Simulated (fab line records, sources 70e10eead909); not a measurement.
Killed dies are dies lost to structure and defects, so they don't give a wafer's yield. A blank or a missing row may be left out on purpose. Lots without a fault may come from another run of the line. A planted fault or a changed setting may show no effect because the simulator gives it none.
fab line records | flow nand_harc
record lots=5 wafers=15 last_day=34
route steps=1302 shown A_STAIRCASE@881 A_SGD_CUT@890
lots that met no fault: from a run of the same line without faults
start_h: hours from the record's first day to the start of the lot's first wafer shown | wait_h: hours since the lot's step before | " the same as in the row above | L1.1+2: a row that stands for several wafers | - no value, or no start given | * or withheld: withheld | < > ~ a bound
route shown NAME@n: a module of which the file shows steps, and the number in the route of the first | usual: mean/standard deviation of fault-free wafers | same: alike in all rows | chamber/n: place in a boat | sites: the reading at each site | _std_site: their standard deviation | _edge_site: outer sites' mean less inner sites' | radius_mm: how far each site lies from the wafer's centre | mask NAME#n: copy n | behind: the tool/chamber that last shaped the wafer | hold: why the lot was held/for how many hours/how that ended | device: the transistor (n, p or np) that didn't switch | end of line: the same wafers' tests at the end of the route | a step without rows: its recipe alone | killed: dies lost to structure and defects at the first sort, not the wafer's yield | map: a wafer's dies, x killed, . not, _ none there
set.NAME: the setting as run; set.NAME@STEP: as run at that earlier step | model.NAME: the simulator's own value behind a step, which no gauge read
lots at some steps of the route; a table a step, a row a wafer
services: from which hour (start_h, from the record's first day; less than 0 if before it) a tool's chamber was out of use, for how many hours, and why
## steps
# step NHARC_A_STAIRCASE_ETCHBACK_422
# recipe target_depth_a=400 over_etch_frac=0.3 time_s=74.286 ion_energy_ev=120 ch3f_flow_sccm=50 o2_flow_sccm=30 ar_flow_sccm=200 rf_w=500 bias_w=100 chemistry=CH3F/O2
# usual drypump_motor_current_A=5.7/0.36 oes_product_au=0.96/0.037 rf_vpp_V=244.5/1.7 showerhead_plenum_p_Torr=2.46/0.11 throttle_valve_pct=20.664/0.0083
# columns lot.wafer tool chamber start_h wait_h drypump_motor_current_A oes_product_au rf_hours_counter_h rf_vpp_V showerhead_plenum_p_Torr throttle_valve_pct
L080.3 rie_diel-11 2 471.90 0.1 5.4 1.00 12 246.0 2.52 20.665
L080.5 " 1 " " 5.1 0.99 - 244.4 2.43 20.654
L080.6 " 2 " " 5.4 1.00 - 245.7 2.52 20.665
L089.4 rie_diel-01 3 573.36 0.2 5.7 0.99 4 243.3 2.36 20.677
L089.1 " 1 " " 5.9 1.01 2 245.5 2.47 20.667
L089.5 " 2 " " 6.2 1.02 - 247.0 2.66 20.674
L094.2 rie_diel-01 2 616.21 0.3 6.2 0.94 16 247.4 2.65 20.659
L094.6 " 3 " " 5.7 0.92 - 241.9 2.35 20.669
L094.5 " 0 " " 5.4 0.91 - 246.7 2.63 20.654
L097.3 rie_diel-08 0 650.69 0.1 5.4 1.02 34 243.8 2.46 20.665
L097.4 " 2 " " 5.6 1.01 32 243.3 2.38 20.662
L097.6 " 3 " " 5.8 1.00 - 243.4 2.39 20.673
L095.1 rie_diel-01 0 671.49 0.1 5.4 0.97 33 245.9 2.62 20.662
L095.2 " 1 " " 5.9 0.99 31 243.5 2.46 20.673
L095.5 " 1 " " 5.9 0.99 - 244.0 2.46 20.670
# step NHARC_A_STAIRCASE_ETCH_423
# recipe target_depth_a=300 chemistry=dHF material=SiO2
# columns lot.wafer tool chamber start_h wait_h
L080.6+5+3 wet_bench-01 5,7,2 472.05 0.1
L089.1+5+4 wet_bench-09 5,6,0 573.51 -
L094.5+2+6 wet_bench-01 4,5,6 616.34 0.1
L097.6+4+3 wet_bench-09 7,1,2 650.87 0.1
L095.1+5+2 wet_bench-02 4,6,0 671.65 0.1
# step NHARC_A_STAIRCASE_ETCHBACK_157
# recipe target_depth_a=900 over_etch_frac=0.3 time_s=167.14 ion_energy_ev=120 ch3f_flow_sccm=50 o2_flow_sccm=30 ar_flow_sccm=200 rf_w=500 bias_w=100 chemistry=CH3F/O2
# usual drypump_motor_current_A=5.7/0.36 oes_product_au=0.97/0.031 rf_vpp_V=244.5/1.6 showerhead_plenum_p_Torr=2.46/0.1 throttle_valve_pct=20.662/0.009
# columns lot.wafer tool chamber start_h wait_h drypump_motor_current_A oes_product_au rf_hours_counter_h rf_vpp_V showerhead_plenum_p_Torr throttle_valve_pct
L080.3 rie_diel-08 1 472.26 0.1 5.6 0.99 31 246.3 2.54 20.667
L080.6 " 0 " " 5.4 0.99 - 245.0 2.49 20.657
L080.5 " 1 " " 5.6 0.98 - 246.1 2.54 20.664
L089.4 rie_diel-01 0 573.71 0.1 5.4 0.99 4 246.9 2.64 20.659
L089.1 " 3 " " 5.7 1.00 4 242.1 2.36 20.658
L089.5 " 1 " " 5.9 1.00 - 243.8 2.47 20.652
L094.2 rie_diel-08 0 616.55 0.2 5.3 1.02 24 243.9 2.47 20.658
L094.6 " 3 " " 5.8 1.01 - 244.4 2.40 20.669
L094.5 " 0 " " 5.4 1.03 - 242.9 2.47 20.673
L097.3 rie_diel-01 2 651.06 0.1 6.2 1.01 27 249.2 2.65 20.645
L097.4 " 3 " " 5.7 0.99 29 242.5 2.35 20.661
L097.6 " 1 " " 5.9 0.99 - 243.8 2.46 20.673
L095.2 rie_diel-08 3 671.86 0.2 5.9 0.93 41 244.4 2.39 20.668
L095.1 " 0 " " 5.4 0.94 44 244.6 2.46 20.667
L095.5 " 3 " " 5.8 0.93 - 244.0 2.39 20.657
# step NHARC_A_STAIRCASE_STRIP_475
# recipe time_s=20 o2_flow_sccm=500 ar_flow_sccm=0 bias_w=0 chemistry=O2
# usual drypump_motor_current_A=5.7/0.37 oes_product_au=1.004/0.01 rf_vpp_V=57.9/0.92 showerhead_plenum_p_Torr=3.53/0.14 throttle_valve_pct=17.037/0.01
# columns lot.wafer tool chamber start_h wait_h drypump_motor_current_A oes_product_au rf_hours_counter_h rf_vpp_V showerhead_plenum_p_Torr throttle_valve_pct
L080.3 rie_diel-08 0 - - 5.4 1.003 25 57.4 3.57 17.053
L080.6 " 1 " " 5.6 0.997 - 57.9 3.64 17.038
L080.5 " 2 " " 5.6 0.988 - 57.1 3.45 17.041
L089.4 rie_diel-01 2 - - 6.2 1.008 2 58.0 3.81 17.036
L089.1 " 0 " " 5.5 0.984 4 59.8 3.77 17.045
L089.5 " 3 " " 5.7 0.993 - 58.2 3.39 17.021
L094.2 rie_diel-08 2 - - 5.6 1.008 23 58.8 3.42 17.039
L094.5 " 3 " " 5.9 0.994 - 56.7 3.44 17.045
L094.6 " 0 " " 5.4 1.017 - 56.4 3.54 17.038
L097.3 rie_diel-01 1 - - 5.9 1.006 25 58.6 3.53 17.043
L097.4 " 0 " " 5.5 0.994 27 59.1 3.76 17.035
L097.6 " 2 " " 6.2 1.004 - 57.7 3.79 17.030
L095.1 rie_diel-08 3 - - 5.9 1.002 41 56.9 3.43 17.040
L095.2 " 1 " " 5.6 0.985 43 59.2 3.60 17.042
L095.5 " 3 " " 5.9 1.007 - 58.8 3.43 17.044
# step NHARC_A_STAIRCASE_DEP_471
# recipe target_thk_a=1000 temp_c=400 pressure_torr=6.5 rf_w=900 teos_flow_sccm=161.4 flow_sccm=2650 target_thk_nm=100 gas=O2 material=SiO2
# usual flow_sccm=2650/8.5 heater_power_w=548/110 throttle_valve_pct=15.9/0.55
# columns lot.wafer tool chamber start_h wait_h flow_sccm heater_power_w since_wet_clean_h throttle_valve_pct
L080.3 pecvd-01 1 472.52 - 2641 636 148 15.7
L080.5 " 2 " " 2643 460 - 15.8
L080.6 " 0 " " 2638 586 - 15.6
L089.1 pecvd-04 2 573.99 - 2642 437 111 16.8
L089.4 " 0 " " 2643 607 - 16.3
L089.5 " 1 " " 2638 645 - 15.4
L094.2 pecvd-02 2 617.07 - 2644 479 15 16.3
L094.5 " 1 " " 2664 559 - 15.1
L094.6 " 2 " " 2656 490 - 16.2
L097.3 pecvd-04 1 651.32 - 2650 623 7 15.5
L097.4 " 2 " " 2657 451 - 16.9
L097.6 " 0 " " 2651 579 - 16.5
L095.1 pecvd-04 1 672.13 - 2656 663 28 15.5
L095.2 " 0 " " 2641 639 28 16.7
L095.5 " 2 " " 2656 397 - 17.0
# step NHARC_A_STAIRCASE_CMP_472
# recipe material=SiO2
# usual motor_current_A=11.8/1
# columns lot.wafer tool chamber start_h wait_h motor_current_A
L080.3 cmp-01 2 472.82 0.3 11.8
L080.5 " 1 " " 12.1
L080.6 " 2 " " 11.6
L089.1 cmp-01 0 574.32 0.3 13.4
L089.4 " 1 " " 12.6
L089.5 " 2 " " 11.4
L094.2 cmp-01 0 617.46 0.3 14.4
L094.6 " 1 " " 12.2
L094.5 " 2 " " 11.4
L097.3 cmp-02 0 651.60 0.2 11.8
L097.4 " 3 " " 11.7
L097.6 " 1 " " 12.6
L095.1 cmp-04 2 672.40 0.2 11.4
L095.2 " 3 " " 12.1
L095.5 " 3 " " 11.7
# step NHARC_A_STAIRCASE_SRD_474
# columns lot.wafer tool chamber start_h wait_h
L080.5+3+6 wet_bench-01 1,2,6 473.06 0.0
L089.4+5+1 wet_bench-09 5,0,2 574.53 0.0
L094.5+6+2 wet_bench-02 4,5,1 617.64 0.0
L097.3+6+4 wet_bench-02 3,7,0 651.86 0.0
L095.1+5+2 wet_bench-02 4,0,1 672.66 0.0
# step NHARC_A_STAIRCASE_INSPECT_155
# usual raw_defect_count=427/130
# columns lot.wafer tool chamber start_h wait_h raw_defect_count
L080.3 defect_inspect-02 - 473.14 0.1 426
L080.5 " - " " 362
L080.6 " - " " 339
L089.1 defect_inspect-02 - 574.61 0.1 485
L089.4 " - " " 489
L089.5 " - " " 808
L094.2 defect_inspect-01 - 617.73 0.1 532
L094.5 " - " " 504
L094.6 " - " " 494
L097.3 defect_inspect-02 - 651.94 0.1 313
L097.4 " - " " 414
L097.6 " - " " 359
L095.1 defect_inspect-01 - 672.74 0.1 361
L095.2 " - " " 271
L095.5 " - " " 526
# step NHARC_A_SGD_CUT_DEP_00
# recipe target_thk_a=500 temp_c=400 target_thk_nm=50 flow_sccm=200 rf_w=450 material=SiNx
# usual heater_power_w=677/110
# columns lot.wafer tool chamber start_h wait_h heater_power_w since_wet_clean_h
L080.3 pecvd-01 1 473.26 0.1 741 149
L080.5 " 0 " " 813 -
L080.6 " 1 " " 735 -
L089.1 pecvd-03 1 574.71 0.1 786 15
L089.5 " 1 " " 775 -
L089.4 " 2 " " 594 -
L094.2 pecvd-01 1 617.85 0.1 847 113
L094.5 " 0 " " 717 -
L094.6 " 1 " " 835 -
L097.3 pecvd-03 1 652.06 0.1 744 92
L097.4 " 2 " " 548 -
L097.6 " 1 " " 749 -
L095.2 pecvd-01 2 672.81 0.1 629 168
L095.1 " 0 " " 652 168
L095.5 " 1 " " 809 -
# step NHARC_A_SGD_CUT_DEHYDRATE_01
# recipe temp_c=150 time_s=120
# usual chill_plate_temp_C=23.00/0.11 heater_power_total_W=182.3/1.2
# columns lot.wafer tool chamber start_h wait_h chill_plate_temp_C heater_power_total_W
L080.3 litho_track-01 0 473.48 0.2 23.14 182.9
L080.5 " 0 " " 23.09 182.1
L080.6 " 0 " " 23.16 181.4
L089.1 litho_track-04 0 574.95 0.2 23.07 181.4
L089.4 " 0 " " 22.94 183.4
L089.5 " 0 " " 23.19 183.2
L094.2 litho_track-01 0 618.07 0.2 22.70 183.9
L094.5 " 0 " " 22.97 181.8
L094.6 " 0 " " 22.82 181.5
L097.3 litho_track-01 0 652.27 0.2 22.88 182.3
L097.4 " 0 " " 22.93 180.5
L097.6 " 0 " " 22.99 181.8
L095.1 litho_track-04 0 673.08 0.2 23.13 181.1
L095.2 " 0 " " 23.08 181.2
L095.5 " 0 " " 23.15 182.4
# step NHARC_A_SGD_CUT_HMDS_02
# recipe time_s=30
# usual chill_plate_temp_C=23.02/0.091
# columns lot.wafer tool chamber start_h wait_h chill_plate_temp_C
L080.3 litho_track-01 0 - - 22.95
L080.5 " 0 " " 22.95
L080.6 " 0 " " 23.17
L089.1 litho_track-04 0 - - 23.09
L089.4 " 0 " " 22.96
L089.5 " 0 " " 23.00
L094.2 litho_track-01 0 - - 23.00
L094.5 " 0 " " 23.06
L094.6 " 0 " " 22.88
L097.3 litho_track-01 0 - - 22.84
L097.4 " 0 " " 22.92
L097.6 " 0 " " 22.97
L095.1 litho_track-04 0 - - 22.87
L095.2 " 0 " " 23.04
L095.5 " 0 " " 22.96
# step NHARC_A_SGD_CUT_COAT_56
# recipe temp_c=260 time_s=75
# usual chill_plate_temp_C=23.01/0.1 heater_power_total_W=486.7/1.6
# columns lot.wafer tool chamber start_h wait_h chill_plate_temp_C heater_power_total_W
L080.3 litho_track-01 0 - - 23.01 487.6
L080.5 " 0 " " 23.03 486.7
L080.6 " 0 " " 23.05 489.4
L089.1 litho_track-04 0 - - 23.20 485.7
L089.4 " 0 " " 23.20 486.6
L089.5 " 0 " " 23.21 487.5
L094.2 litho_track-01 0 - - 23.16 486.7
L094.5 " 0 " " 23.08 488.3
L094.6 " 0 " " 22.89 488.6
L097.3 litho_track-01 0 - - 22.85 487.8
L097.4 " 0 " " 23.00 488.3
L097.6 " 0 " " 23.04 487.7
L095.1 litho_track-04 0 - - 22.97 484.8
L095.2 " 0 " " 22.93 489.7
L095.5 " 0 " " 22.95 489.2
# step NHARC_A_SGD_CUT_COAT_57
# recipe temp_c=225 time_s=65
# usual chill_plate_temp_C=23.02/0.11 heater_power_total_W=446.7/1.9
# columns lot.wafer tool chamber start_h wait_h chill_plate_temp_C heater_power_total_W
L080.3 litho_track-01 0 - - 23.04 444.0
L080.5 " 0 " " 23.00 446.9
L080.6 " 0 " " 23.13 444.7
L089.1 litho_track-04 0 - - 23.01 446.7
L089.4 " 0 " " 23.12 449.3
L089.5 " 0 " " 22.88 445.6
L094.2 litho_track-01 0 - - 23.26 444.0
L094.5 " 0 " " 23.22 447.2
L094.6 " 0 " " 23.09 448.7
L097.3 litho_track-01 0 - - 23.10 446.9
L097.4 " 0 " " 23.18 449.6
L097.6 " 0 " " 23.09 447.6
L095.1 litho_track-04 0 - - 22.98 448.1
L095.2 " 0 " " 22.93 445.6
L095.5 " 0 " " 22.98 449.5
# step NHARC_A_SGD_CUT_COAT_03
# recipe spin_rpm=1500 resist_thk_nm=90
# usual chill_plate_temp_C=23.00/0.12
# columns lot.wafer tool chamber start_h wait_h chill_plate_temp_C
L080.3 litho_track-01 0 - - 22.88
L080.5 " 0 " " 22.93
L080.6 " 0 " " 22.98
L089.1 litho_track-04 0 - - 22.72
L089.4 " 0 " " 22.89
L089.5 " 0 " " 22.80
L094.2 litho_track-01 0 - - 23.21
L094.5 " 0 " " 23.18
L094.6 " 0 " " 22.97
L097.3 litho_track-01 0 - - 23.26
L097.4 " 0 " " 23.09
L097.6 " 0 " " 23.30
L095.1 litho_track-04 0 - - 23.04
L095.2 " 0 " " 22.95
L095.5 " 0 " " 23.04
# step NHARC_A_SGD_CUT_SOFTBAKE_04
# recipe temp_c=105 time_s=55
# usual chill_plate_temp_C=23.00/0.1 heater_power_total_W=188.46/0.14
# columns lot.wafer tool chamber start_h wait_h chill_plate_temp_C heater_power_total_W
L080.3 litho_track-01 0 - - 23.22 188.71
L080.5 " 0 " " 23.04 188.42
L080.6 " 0 " " 22.98 188.41
L089.1 litho_track-04 0 - - 23.01 188.30
L089.4 " 0 " " 23.00 188.41
L089.5 " 0 " " 22.78 188.27
L094.2 litho_track-01 0 - - 23.02 188.52
L094.5 " 0 " " 23.19 188.37
L094.6 " 0 " " 22.98 188.41
L097.3 litho_track-01 0 - - 23.11 188.60
L097.4 " 0 " " 23.04 188.39
L097.6 " 0 " " 22.98 188.46
L095.1 litho_track-04 0 - - 23.07 188.51
L095.2 " 0 " " 23.00 188.42
L095.5 " 0 " " 22.85 188.37
# step NHARC_A_SGD_CUT_EBR_05
# usual chill_plate_temp_C=22.99/0.1
# columns lot.wafer tool chamber start_h wait_h chill_plate_temp_C
L080.3 litho_track-01 0 - - 22.89
L080.5 " 0 " " 22.92
L080.6 " 0 " " 22.96
L089.1 litho_track-04 0 - - 23.04
L089.4 " 0 " " 23.07
L089.5 " 0 " " 23.04
L094.2 litho_track-01 0 - - 23.04
L094.5 " 0 " " 23.09
L094.6 " 0 " " 23.18
L097.3 litho_track-01 0 - - 23.18
L097.4 " 0 " " 23.02
L097.6 " 0 " " 22.99
L095.1 litho_track-04 0 - - 22.89
L095.2 " 0 " " 22.91
L095.5 " 0 " " 22.93
# step NHARC_A_SGD_CUT_EXPOSE_06
# recipe na=1.35 dose_mj=85.59 mask_id=SGD
# usual reticle_temp_C=22.98/0.095
# columns lot.wafer tool chamber start_h wait_h mask reticle_temp_C
L080.3 arfi_scanner-01 0 473.67 - SGD#0 22.94
L080.5 " 0 " " SGD#0 23.03
L080.6 " 0 " " SGD#0 22.96
L089.1 arfi_scanner-01 0 575.14 - SGD#0 22.76
L089.4 " 0 " " SGD#0 22.85
L089.5 " 0 " " SGD#0 22.99
L094.2 arfi_scanner-01 0 618.46 - SGD#0 22.88
L094.5 " 0 " " SGD#0 23.08
L094.6 " 0 " " SGD#0 22.85
L097.3 arfi_scanner-01 0 652.59 - SGD#0 22.88
L097.4 " 0 " " SGD#0 23.16
L097.6 " 0 " " SGD#0 23.00
L095.1 arfi_scanner-03 0 673.39 - SGD#0 23.01
L095.2 " 0 " " SGD#0 23.00
L095.5 " 0 " " SGD#0 22.88
# step NHARC_A_SGD_CUT_PEB_07
# recipe peb_temp_c=100 peb_time_s=65
# usual chill_plate_temp_C=22.99/0.11 heater_power_total_W=156.6/0.42
# columns lot.wafer tool chamber start_h wait_h chill_plate_temp_C heater_power_total_W
L080.3 litho_track-04 0 473.73 0.0 22.90 157.1
L080.5 " 0 " " 22.88 156.1
L080.6 " 0 " " 22.93 156.4
L089.1 litho_track-06 0 575.19 0.1 22.84 157.1
L089.4 " 0 " " 22.95 156.5
L089.5 " 0 " " 23.08 156.3
L094.2 litho_track-01 0 618.52 0.1 22.87 156.5
L094.5 " 0 " " 22.95 156.9
L094.6 " 0 " " 22.99 155.9
L097.3 litho_track-01 0 652.64 0.0 23.05 156.3
L097.4 " 0 " " 22.98 156.3
L097.6 " 0 " " 22.99 156.6
L095.1 litho_track-04 0 673.45 0.1 23.00 156.3
L095.2 " 0 " " 22.97 156.6
L095.5 " 0 " " 23.00 157.1
# step NHARC_A_SGD_CUT_DEVELOP_08
# recipe develop_time_s=35 dev_temp_c=23
# usual chill_plate_temp_C=23.02/0.098
# columns lot.wafer tool chamber start_h wait_h chill_plate_temp_C
L080.3 litho_track-04 0 - - 23.00
L080.5 " 0 " " 23.12
L080.6 " 0 " " 22.94
L089.1 litho_track-06 0 - - 22.99
L089.4 " 0 " " 23.09
L089.5 " 0 " " 22.93
L094.2 litho_track-01 0 - - 23.01
L094.5 " 0 " " 22.83
L094.6 " 0 " " 22.83
L097.3 litho_track-01 0 - - 22.99
L097.4 " 0 " " 23.10
L097.6 " 0 " " 23.08
L095.1 litho_track-04 0 - - 23.05
L095.2 " 0 " " 22.94
L095.5 " 0 " " 23.13
# step NHARC_A_SGD_CUT_CD_MEAS_09
# recipe target_cd_nm=100 landing_energy_ev=500
# usual cd_nm=100.0/0.48
# columns lot.wafer tool chamber start_h wait_h cd_nm
L080.3 cd_sem-03 0 473.81 - 100.4
L080.5 " 0 " " 99.8
L080.6 " 0 " " 100.1
L089.1 cd_sem-03 0 575.27 - 100.8
L089.4 " 0 " " 100.0
L089.5 " 0 " " 99.4
L094.2 cd_sem-02 0 618.60 - 99.0
L094.5 " 0 " " 99.1
L094.6 " 0 " " 99.1
L097.3 cd_sem-02 0 652.72 - 100.0
L097.4 " 0 " " 99.9
L097.6 " 0 " " 99.9
L095.1 cd_sem-02 0 673.53 - 100.2
L095.2 " 0 " " 100.5
L095.5 " 0 " " 100.3
# step NHARC_A_SGD_CUT_OVL_MEAS_10
# usual overlay_x_nm=-0.1/0.7 overlay_y_nm=-0.1/0.99
# columns lot.wafer tool chamber start_h wait_h overlay_x_nm overlay_y_nm
L080.3 overlay-02 - 473.89 - 0.4 1.4
L080.5 " - " " -0.3 1.1
L080.6 " - " " 0.2 1.3
L089.1 overlay-01 - 575.36 - 0.1 0.5
L089.4 " - " " 0.4 0.7
L089.5 " - " " 0.2 0.9
L094.2 overlay-01 - 618.69 - -1.5 -0.6
L094.5 " - " " -0.8 -0.7
L094.6 " - " " -1.3 -0.7
L097.3 overlay-01 - 652.81 - 0.1 0.5
L097.4 " - " " 0.1 1.0
L097.6 " - " " 0.2 0.1
L095.1 overlay-02 - 673.62 - -0.9 -2.0
L095.2 " - " " -0.1 -1.9
L095.5 " - " " -0.6 -2.0
# step NHARC_A_SGD_CUT_INSPECT_11
# usual raw_defect_count=61/26
# columns lot.wafer tool chamber start_h wait_h raw_defect_count
L080.3 defect_inspect-01 - 473.93 0.0 22
L080.5 " - " " 20
L080.6 " - " " 20
L089.1 defect_inspect-01 - 575.40 0.0 32
L089.4 " - " " 48
L089.5 " - " " 42
L094.2 defect_inspect-02 - 618.72 0.0 58
L094.5 " - " " 55
L094.6 " - " " 50
L097.3 defect_inspect-01 - 652.85 0.0 67
L097.4 " - " " 52
L097.6 " - " " 61
L095.1 defect_inspect-01 - 673.65 0.0 28
L095.2 " - " " 24
L095.5 " - " " 36
# step NHARC_A_SGD_CUT_DESCUM_14
# recipe time_s=3 o2_flow_sccm=200 ar_flow_sccm=0 bias_power_w=0 chemistry=O2
# usual drypump_motor_current_A=5.7/0.34 oes_product_au=0.998/0.012 rf_vpp_V=57.9/0.87 showerhead_plenum_p_Torr=1.93/0.079 throttle_valve_pct=11.311/0.0093
# columns lot.wafer tool chamber start_h wait_h drypump_motor_current_A oes_product_au rf_hours_counter_h rf_vpp_V showerhead_plenum_p_Torr throttle_valve_pct
L080.3 rie_diel-10 2 474.01 0.1 5.6 1.006 5 57.3 1.93 11.309
L080.5 " 0 " " 5.6 0.984 - 57.9 1.85 11.317
L080.6 " 1 " " 5.7 1.008 - 56.9 1.95 11.325
L089.1 rie_diel-06 2 575.48 0.1 5.2 1.003 4 58.1 2.06 11.311
L089.4 " 3 " " 5.8 0.998 3 57.3 1.78 11.317
L089.5 " 1 " " 5.1 1.007 - 59.3 2.05 11.315
L094.2 rie_diel-10 2 618.78 0.1 5.6 0.996 1 58.2 1.92 11.299
L094.5 " 2 " " 5.6 0.990 - 58.7 1.92 11.322
L094.6 " 3 " " 6.2 1.008 - 58.6 1.97 11.300
L097.4 rie_diel-10 1 652.91 0.1 5.6 0.999 4 57.2 1.94 11.318
L097.3 " 2 " " 5.6 1.002 4 58.1 1.92 11.305
L097.6 " 2 " " 5.6 1.011 - 57.9 1.92 11.314
L095.2 rie_diel-10 1 673.72 0.1 5.6 1.000 5 58.1 1.94 11.305
L095.1 " 3 " " 6.1 1.005 5 58.8 1.97 11.332
L095.5 " 0 " " 5.5 0.972 - 58.3 1.85 11.310
# step NHARC_A_SGD_CUT_ETCH_58
# recipe target_depth_a=390 over_etch_frac=0.3 time_s=65 ion_energy_ev=80 cf4_flow_sccm=150 ar_flow_sccm=0 rf_w=300 bias_w=100 chemistry=CF4
# usual drypump_motor_current_A=5.7/0.33 oes_product_au=1.001/0.012 rf_vpp_V=151.4/1.2 showerhead_plenum_p_Torr=1.78/0.068 throttle_valve_pct=13.285/0.0078
# columns lot.wafer tool chamber start_h wait_h drypump_motor_current_A oes_product_au rf_hours_counter_h rf_vpp_V showerhead_plenum_p_Torr throttle_valve_pct
L080.3 rie_diel-10 3 474.07 0.1 6.2 0.998 4 151.7 1.82 13.272
L080.6 " 3 " " 6.2 0.998 - 152.1 1.82 13.290
L080.5 " 0 " " 5.5 0.991 - 151.0 1.72 13.281
L089.1 rie_diel-06 2 575.55 0.1 5.2 1.001 4 153.2 1.90 13.289
L089.4 " 0 " " 5.8 0.984 4 151.7 1.80 13.294
L089.5 " 2 " " 5.2 1.005 - 152.8 1.90 13.287
L094.2 rie_diel-10 3 618.87 0.1 6.2 1.010 1 151.7 1.82 13.282
L094.6 " 2 " " 5.6 0.996 - 151.3 1.78 13.289
L094.5 " 3 " " 6.2 1.003 - 151.9 1.82 13.277
L097.4 rie_diel-10 2 653.00 0.1 5.6 1.009 4 150.2 1.78 13.285
L097.3 " 3 " " 6.2 1.022 4 151.5 1.82 13.275
L097.6 " 1 " " 5.6 0.994 - 151.4 1.79 13.291
L095.1 rie_diel-10 1 673.81 0.1 5.7 1.007 5 151.3 1.79 13.272
L095.2 " 3 " " 6.1 1.016 5 153.7 1.82 13.294
L095.5 " 1 " " 5.6 0.998 - 152.4 1.79 13.275
# step NHARC_A_SGD_CUT_ETCH_59
# recipe target_depth_a=2600 over_etch_frac=0.25 time_s=406.25 ion_energy_ev=200 n2_flow_sccm=150 h2_flow_sccm=150 ar_flow_sccm=0 rf_w=400 bias_w=150 chemistry=N2/H2
# usual drypump_motor_current_A=5.7/0.33 oes_product_au=0.999/0.012 rf_vpp_V=430.9/2.6 showerhead_plenum_p_Torr=2.06/0.087 throttle_valve_pct=14.171/0.0084
# columns lot.wafer tool chamber start_h wait_h drypump_motor_current_A oes_product_au rf_hours_counter_h rf_vpp_V showerhead_plenum_p_Torr throttle_valve_pct
L080.3 rie_diel-10 0 - - 5.6 0.982 5 428.6 1.98 14.181
L080.6 " 1 " " 5.6 1.009 - 430.2 2.08 14.171
L080.5 " 2 " " 5.6 0.996 - 430.1 2.05 14.173
L089.4 rie_diel-06 0 - - 5.8 0.970 4 430.3 2.08 14.162
L089.1 " 1 " " 5.1 0.995 4 433.9 2.19 14.178
L089.5 " 0 " " 5.8 0.967 - 432.0 2.08 14.164
L094.2 rie_diel-10 2 - - 5.7 0.988 1 431.9 2.05 14.170
L094.5 " 0 " " 5.5 1.004 - 427.6 1.97 14.179
L094.6 " 1 " " 5.6 1.008 - 431.5 2.07 14.170
L097.4 rie_diel-10 0 - - 5.6 0.983 4 429.8 1.97 14.170
L097.3 " 1 " " 5.6 1.000 4 431.2 2.07 14.171
L097.6 " 3 " " 6.2 1.008 - 432.1 2.10 14.176
L095.1 rie_diel-10 3 - - 6.2 1.014 5 431.0 2.10 14.162
L095.2 " 1 " " 5.6 0.988 5 431.8 2.07 14.173
L095.5 " 3 " " 6.2 1.006 - 432.3 2.10 14.161
# step NHARC_A_SGD_CUT_ETCH_15
# recipe target_depth_a=750 time_s=64.3 ch3f_flow_sccm=50 o2_flow_sccm=30 ar_flow_sccm=200 rf_w=500 bias_w=100 chemistry=CH3F/O2
# usual drypump_motor_current_A=5.6/0.34 oes_product_au=0.961/0.02 rf_vpp_V=264.3/1.7 showerhead_plenum_p_Torr=2.49/0.1 throttle_valve_pct=20.662/0.009
# columns lot.wafer tool chamber start_h wait_h drypump_motor_current_A oes_product_au rf_hours_counter_h rf_vpp_V showerhead_plenum_p_Torr throttle_valve_pct
L080.3 rie_diel-10 0 - - 5.6 0.943 5 261.5 2.39 20.661
L080.5 " 0 " " 5.6 0.949 - 264.0 2.39 20.661
L080.6 " 1 " " 5.6 0.966 - 265.7 2.50 20.659
L089.1 rie_diel-06 2 - - 5.2 0.963 4 266.2 2.64 20.671
L089.4 " 3 " " 5.8 0.963 3 262.5 2.30 20.669
L089.5 " 2 " " 5.2 0.976 - 266.7 2.64 20.673
L094.2 rie_diel-10 2 - - 5.6 0.956 1 264.7 2.47 20.651
L094.5 " 0 " " 5.6 0.984 - 263.0 2.38 20.664
L094.6 " 1 " " 5.6 0.981 - 264.7 2.50 20.663
L097.4 rie_diel-10 0 - - 5.6 0.959 4 260.9 2.38 20.684
L097.3 " 1 " " 5.6 0.970 4 265.0 2.50 20.659
L097.6 " 0 " " 5.6 0.962 - 263.0 2.38 20.657
L095.2 rie_diel-10 3 - - 6.2 0.992 5 263.9 2.53 20.663
L095.1 " 0 " " 5.6 0.940 5 263.6 2.38 20.662
L095.5 " 2 " " 5.6 0.981 - 264.7 2.47 20.664
# step NHARC_A_SGD_CUT_ETCH_16
# recipe target_depth_a=3105 time_s=155.2 c4f8_flow_sccm=withheld o2_flow_sccm=8 ar_flow_sccm=withheld rf_w=600 bias_w=800 chemistry=C4F8/O2/Ar
# usual oes_product_au=0.972/0.017 rf_vpp_V=724/4
# columns lot.wafer tool chamber start_h wait_h oes_product_au rf_hours_counter_h rf_vpp_V
L080.3 rie_diel-10 1 - - 0.976 5 724
L080.6 " 0 " " 0.949 - 721
L080.5 " 1 " " 0.988 - 725
L089.4 rie_diel-06 1 - - 0.966 4 728
L089.1 " 3 " " 0.977 3 717
L089.5 " 1 " " 0.980 - 731
L094.2 rie_diel-10 1 - - 0.979 2 725
L094.5 " 3 " " 0.969 - 726
L094.6 " 0 " " 0.983 - 719
L097.3 rie_diel-10 3 - - 0.994 4 726
L097.4 " 1 " " 0.972 4 724
L097.6 " 3 " " 0.998 - 726
L095.1 rie_diel-10 3 - - 0.998 5 726
L095.2 " 0 " " 0.964 5 719
L095.5 " 3 " " 0.995 - 726
# step NHARC_A_SGD_CUT_STRIP_60
# recipe c4f8_flow_sccm=withheld o2_flow_sccm=8 ar_flow_sccm=withheld bias_w=0 chemistry=C4F8/O2/Ar
# columns lot.wafer tool chamber start_h wait_h
L080.3+5+6 rie_diel-10 0,0,1 - -
L089.1+4+5 rie_diel-06 1,0,2 - -
L094.2+5+6 rie_diel-10 3,2,3 - -
L097.3+4+6 rie_diel-10 0,3,0 - -
L095.1+2+5 rie_diel-10 1,0,2 - -
## services
# columns tool chamber start_h hours kind
rie_diel-01 3 461.79 1.3 repair
rie_diel-01 3 474.99 5.7 repair
rie_diel-06 - 476.89 0.4 repair
rie_diel-08 1 481.25 4.0 repair
rie_diel-06 - 484.20 9.0 pm
pecvd-01 - 492.22 13.0 pm
rie_diel-08 - 498.61 5.7 repair
rie_diel-10 2 499.61 4.9 repair
litho_track-01 - 505.00 7.0 pm
rie_diel-06 3 529.62 5.5 repair
pecvd-01 0 531.17 15.8 repair
rie_diel-10 - 538.25 0.7 repair
rie_diel-08 - 548.91 9.0 pm
litho_track-04 - 553.01 7.0 pm
rie_diel-10 2 555.41 28.7 repair
rie_diel-01 - 557.90 9.0 pm
rie_diel-01 - 591.56 0.6 repair
arfi_scanner-01 - 596.00 4.0 pm
wet_bench-02 - 596.00 8.0 pm
rie_diel-10 - 596.53 9.0 pm
rie_diel-06 - 639.15 0.5 repair
arfi_scanner-01 - 642.57 9.7 repair
rie_diel-06 - 661.20 9.0 pm
rie_diel-06 3 672.30 4.1 repair
## key
fault none
